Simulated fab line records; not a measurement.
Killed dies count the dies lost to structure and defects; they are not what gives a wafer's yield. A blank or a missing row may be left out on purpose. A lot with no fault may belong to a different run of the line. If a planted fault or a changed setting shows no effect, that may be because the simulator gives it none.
Which tool is to blame? / flow nand_harc / 24 lots, 72 wafers sampled, at 3 steps of a route of 1302

== WHAT THE GAUGES SHOWED, per wafer ==
NHARC_P_CONTACT_INSPECT_14. Usual: 4.0 for raw_defect_count, sd 2.1.
lot=L074; measured=day 5 23:24; on=defect_inspect-01; raw_defect_count=0 5 2; flag=
lot=L076; measured=day 6 13:19; on=defect_inspect-02; raw_defect_count=1 3 4; flag=
lot=L075; measured=day 6 14:01; on=defect_inspect-02; raw_defect_count=3 3 4; flag=
lot=L077; measured=day 7 01:18; on=defect_inspect-02; raw_defect_count=3 2 2; flag=
lot=L078; measured=day 7 14:11; on=defect_inspect-01; raw_defect_count=5 4 6; flag=
lot=L079; measured=day 8 00:34; on=defect_inspect-01; raw_defect_count=5 5 2; flag=
lot=L080; measured=day 8 08:35; on=defect_inspect-01; raw_defect_count=2 5 5; flag=
lot=L081; measured=day 8 23:44; on=defect_inspect-01; raw_defect_count=7 5 7; flag=
lot=L082; measured=day 9 00:41; on=defect_inspect-01; raw_defect_count=6 0 3; flag=
lot=L083; measured=day 9 14:16; on=defect_inspect-01; raw_defect_count=11 4 5; flag=
lot=L084; measured=day 9 23:01; on=defect_inspect-01; raw_defect_count=5 7 8; flag=
lot=L085; measured=day 10 12:48; on=defect_inspect-01; raw_defect_count=4 3 4; flag=
lot=L086; measured=day 10 16:33; on=defect_inspect-02; raw_defect_count=5 1 5; flag=
lot=L087; measured=day 11 05:16; on=defect_inspect-02; raw_defect_count=6 5 8; flag=
lot=L089; measured=day 11 23:57; on=defect_inspect-01; raw_defect_count=2 1 3; flag=
lot=L088; measured=day 12 04:13; on=defect_inspect-02; raw_defect_count=5 5 8; flag=
lot=L090; measured=day 12 12:02; on=defect_inspect-02; raw_defect_count=7 2 4; flag=
lot=L091; measured=day 13 00:05; on=defect_inspect-01; raw_defect_count=2 5 2; flag=
lot=L092; measured=day 13 13:50; on=defect_inspect-02; raw_defect_count=7 7 6; flag=
lot=L093; measured=day 13 18:23; on=defect_inspect-01; raw_defect_count=4 3 6; flag=
lot=L094; measured=day 14 05:49; on=defect_inspect-01; raw_defect_count=5 5 0; flag=
lot=L095; measured=day 14 11:18; on=defect_inspect-01; raw_defect_count=4 7 6; flag=
lot=L097; measured=day 15 08:44; on=defect_inspect-01; raw_defect_count=4 2 5; flag=
lot=L096; measured=day 16 10:28; on=defect_inspect-01; raw_defect_count=5 4 3; flag=

NHARC_P_M1_OVL_MEAS_10: pitch 260 nm. Usual: overlay_x_nm 0.1 nm, standard deviation 0.85; overlay_y_nm -0.2 nm, standard deviation 0.89.
lot=L074; measured=day 6 07:28; on=overlay-02; overlay_x_nm (nm)=-0.2 0.6 0.2; overlay_y_nm (nm)=-0.5 -0.7 -1.3; flag=
lot=L076; measured=day 6 21:36; on=overlay-01; overlay_x_nm (nm)=0.5 0.6 1.2; overlay_y_nm (nm)=-0.7 -1.2 -1.1; flag=
lot=L075; measured=day 6 22:20; on=overlay-02; overlay_x_nm (nm)=1.3 0.9 1.1; overlay_y_nm (nm)=-0.6 -0.6 0.2; flag=
lot=L077; measured=day 7 09:21; on=overlay-02; overlay_x_nm (nm)=0.3 1.0 1.0; overlay_y_nm (nm)=1.9 1.9 1.6; flag=
lot=L078; measured=day 7 22:31; on=overlay-01; overlay_x_nm (nm)=-1.5 -1.8 -1.6; overlay_y_nm (nm)=-1.4 -1.9 -1.5; flag=
lot=L079; measured=day 8 08:46; on=overlay-01; overlay_x_nm (nm)=-1.4 -1.3 -1.0; overlay_y_nm (nm)=-0.7 -0.9 -0.8; flag=
lot=L080; measured=day 8 16:41; on=overlay-02; overlay_x_nm (nm)=0.2 -0.5 0.2; overlay_y_nm (nm)=1.2 1.7 1.1; flag=
lot=L081; measured=day 9 08:04; on=overlay-01; overlay_x_nm (nm)=0.7 0.4 0.2; overlay_y_nm (nm)=0.2 0.0 0.0; flag=
lot=L082; measured=day 9 08:55; on=overlay-02; overlay_x_nm (nm)=2.3 2.0 2.0; overlay_y_nm (nm)=-0.5 -0.5 -0.5; flag=
lot=L083; measured=day 9 22:32; on=overlay-02; overlay_x_nm (nm)=0.4 0.0 0.4; overlay_y_nm (nm)=-0.5 -0.9 -0.5; flag=
lot=L084; measured=day 10 07:22; on=overlay-01; overlay_x_nm (nm)=0.0 -0.5 -0.5; overlay_y_nm (nm)=0.0 0.2 0.6; flag=
lot=L085; measured=day 10 20:59; on=overlay-01; overlay_x_nm (nm)=0.1 0.4 -0.2; overlay_y_nm (nm)=-2.0 -2.3 -2.4; flag=
lot=L086; measured=day 11 00:37; on=overlay-01; overlay_x_nm (nm)=-0.4 0.1 -0.1; overlay_y_nm (nm)=0.5 -0.2 0.1; flag=
lot=L087; measured=day 11 13:43; on=overlay-01; overlay_x_nm (nm)=0.5 0.7 0.2; overlay_y_nm (nm)=0.0 0.2 0.5; flag=
lot=L089; measured=day 12 08:08; on=overlay-01; overlay_x_nm (nm)=0.4 0.2 -0.1; overlay_y_nm (nm)=-0.1 -0.2 -0.2; flag=
lot=L088; measured=day 12 13:46; on=overlay-02; overlay_x_nm (nm)=0.8 0.9 0.2; overlay_y_nm (nm)=-0.4 -0.2 -0.6; flag=
lot=L090; measured=day 12 20:18; on=overlay-02; overlay_x_nm (nm)=0.1 -0.1 -0.2; overlay_y_nm (nm)=1.6 1.5 0.9; flag=
lot=L091; measured=day 13 11:40; on=overlay-01; overlay_x_nm (nm)=-0.3 -0.2 -0.7; overlay_y_nm (nm)=0.2 -0.2 -0.1; flag=
lot=L092; measured=day 13 21:55; on=overlay-01; overlay_x_nm (nm)=-0.5 -0.9 -0.2; overlay_y_nm (nm)=0.3 -0.2 0.2; flag=
lot=L093; measured=day 14 02:34; on=overlay-01; overlay_x_nm (nm)=0.4 0.4 0.1; overlay_y_nm (nm)=0.2 -0.2 -0.5; flag=
lot=L094; measured=day 14 13:45; on=overlay-02; overlay_x_nm (nm)=1.3 0.7 0.9; overlay_y_nm (nm)=-1.2 -1.7 -0.8; flag=
lot=L095; measured=day 14 19:31; on=overlay-02; overlay_x_nm (nm)=0.1 0.4 -0.1; overlay_y_nm (nm)=0.7 0.7 1.1; flag=
lot=L097; measured=day 15 17:35; on=overlay-01; overlay_x_nm (nm)=0.0 -0.6 0.2; overlay_y_nm (nm)=-0.8 -1.0 -0.8; flag=
lot=L096; measured=day 16 19:16; on=overlay-01; overlay_x_nm (nm)=-0.5 -0.8 -1.2; overlay_y_nm (nm)=0.1 0.1 0.3; flag=

== WHICH TOOL RAN EACH LOT (tool, then ch and the chambers of the sampled wafers, then the start) ==
lot=L074; NHARC_P_M0_PVD_21=pvd_sputter-02, day 6 07:28 or earlier
lot=L076; NHARC_P_M0_PVD_21=pvd_sputter-03, day 6 21:36 or earlier
lot=L075; NHARC_P_M0_PVD_21=pvd_sputter-02, day 6 22:20 or earlier
lot=L077; NHARC_P_M0_PVD_21=pvd_sputter-02, day 7 09:21 or earlier
lot=L078; NHARC_P_M0_PVD_21=pvd_sputter-02, day 7 22:31 or earlier
lot=L079; NHARC_P_M0_PVD_21=pvd_sputter-01, day 8 08:46 or earlier
lot=L080; NHARC_P_M0_PVD_21=pvd_sputter-01, day 8 16:41 or earlier
lot=L081; NHARC_P_M0_PVD_21=pvd_sputter-02, day 9 08:04 or earlier
lot=L082; NHARC_P_M0_PVD_21=pvd_sputter-01, day 9 08:55 or earlier
lot=L083; NHARC_P_M0_PVD_21=pvd_sputter-01, day 9 22:32 or earlier
lot=L084; NHARC_P_M0_PVD_21=pvd_sputter-02, day 10 04:40
lot=L085; NHARC_P_M0_PVD_21=pvd_sputter-02, day 10 20:59 or earlier
lot=L086; NHARC_P_M0_PVD_21=pvd_sputter-03, day 11 00:37 or earlier
lot=L087; NHARC_P_M0_PVD_21=pvd_sputter-03, day 11 13:43 or earlier
lot=L089; NHARC_P_M0_PVD_21=pvd_sputter-03, day 12 08:08 or earlier
lot=L088; NHARC_P_M0_PVD_21=pvd_sputter-01, day 12 13:46 or earlier
lot=L090; NHARC_P_M0_PVD_21=pvd_sputter-01, day 12 20:18 or earlier
lot=L091; NHARC_P_M0_PVD_21=pvd_sputter-02, day 13 11:40 or earlier
lot=L092; NHARC_P_M0_PVD_21=pvd_sputter-03, day 13 21:55 or earlier
lot=L093; NHARC_P_M0_PVD_21=pvd_sputter-02, day 14 02:34 or earlier
lot=L094; NHARC_P_M0_PVD_21=pvd_sputter-02, day 14 13:45 or earlier
lot=L095; NHARC_P_M0_PVD_21=pvd_sputter-02, day 14 19:31 or earlier
lot=L097; NHARC_P_M0_PVD_21=pvd_sputter-01, day 15 17:35 or earlier
lot=L096; NHARC_P_M0_PVD_21=pvd_sputter-03, day 16 19:16 or earlier
- NHARC_P_M0_PVD_21: deposits Cu, target thk 30 nm, time 20.49 s.

== WHAT THE TOOLS THEMSELVES READ (means of the sampled wafers that have a number; where no wafer has one, the mark that the record gives instead) ==
NHARC_P_M0_PVD_21. Usual: 30.6 % for throttle_valve_pct, sd 1.3.
lot=L074; tool=pvd_sputter-02; throttle_valve_pct (%)=30.4; flag=
lot=L076; tool=pvd_sputter-03; throttle_valve_pct (%)=31.2; flag=
lot=L075; tool=pvd_sputter-02; throttle_valve_pct (%)=30.5; flag=
lot=L077; tool=pvd_sputter-02; throttle_valve_pct (%)=30.3; flag=
lot=L078; tool=pvd_sputter-02; throttle_valve_pct (%)=30.2; flag=
lot=L079; tool=pvd_sputter-01; throttle_valve_pct (%)=30.0; flag=
lot=L080; tool=pvd_sputter-01; throttle_valve_pct (%)=28.7; flag=
lot=L081; tool=pvd_sputter-02; throttle_valve_pct (%)=30.3; flag=
lot=L082; tool=pvd_sputter-01; throttle_valve_pct (%)=30.7; flag=
lot=L083; tool=pvd_sputter-01; throttle_valve_pct (%)=28.1; flag=
lot=L084; tool=pvd_sputter-02; throttle_valve_pct (%)=30.2; flag=
lot=L085; tool=pvd_sputter-02; throttle_valve_pct (%)=30.2; flag=
lot=L086; tool=pvd_sputter-03; throttle_valve_pct (%)=32.3; flag=
lot=L087; tool=pvd_sputter-03; throttle_valve_pct (%)=31.9; flag=
lot=L089; tool=pvd_sputter-03; throttle_valve_pct (%)=31.3; flag=
lot=L088; tool=pvd_sputter-01; throttle_valve_pct (%)=29.4; flag=
lot=L090; tool=pvd_sputter-01; throttle_valve_pct (%)=29.9; flag=
lot=L091; tool=pvd_sputter-02; throttle_valve_pct (%)=30.5; flag=
lot=L092; tool=pvd_sputter-03; throttle_valve_pct (%)=32.0; flag=
lot=L093; tool=pvd_sputter-02; throttle_valve_pct (%)=30.3; flag=
lot=L094; tool=pvd_sputter-02; throttle_valve_pct (%)=30.8; flag=
lot=L095; tool=pvd_sputter-02; throttle_valve_pct (%)=30.1; flag=
lot=L097; tool=pvd_sputter-01; throttle_valve_pct (%)=30.3; flag=
lot=L096; tool=pvd_sputter-03; throttle_valve_pct (%)=31.8; flag=

== THE ANSWER, worked out from the rows above alone ==
Rule: a lot counts as off when the mean over its wafers that have a number is more than 3 standard deviations away from the usual mean. A lot without any number at a reading at which 4 lots or more have one is off too. All remaining lots with rows at the step are treated as sound. The gauges are gone through in route order, then the tools' own readings, and for those a lot's mean is taken as printed above. The first step at which some lot is off is used, and at that step the reading that is off furthest; a lot without a number counts as furthest.
No lot is off at any reading shown: from this, nothing can be told.

== WHAT THE SIMULATOR HAD PUT IN ==
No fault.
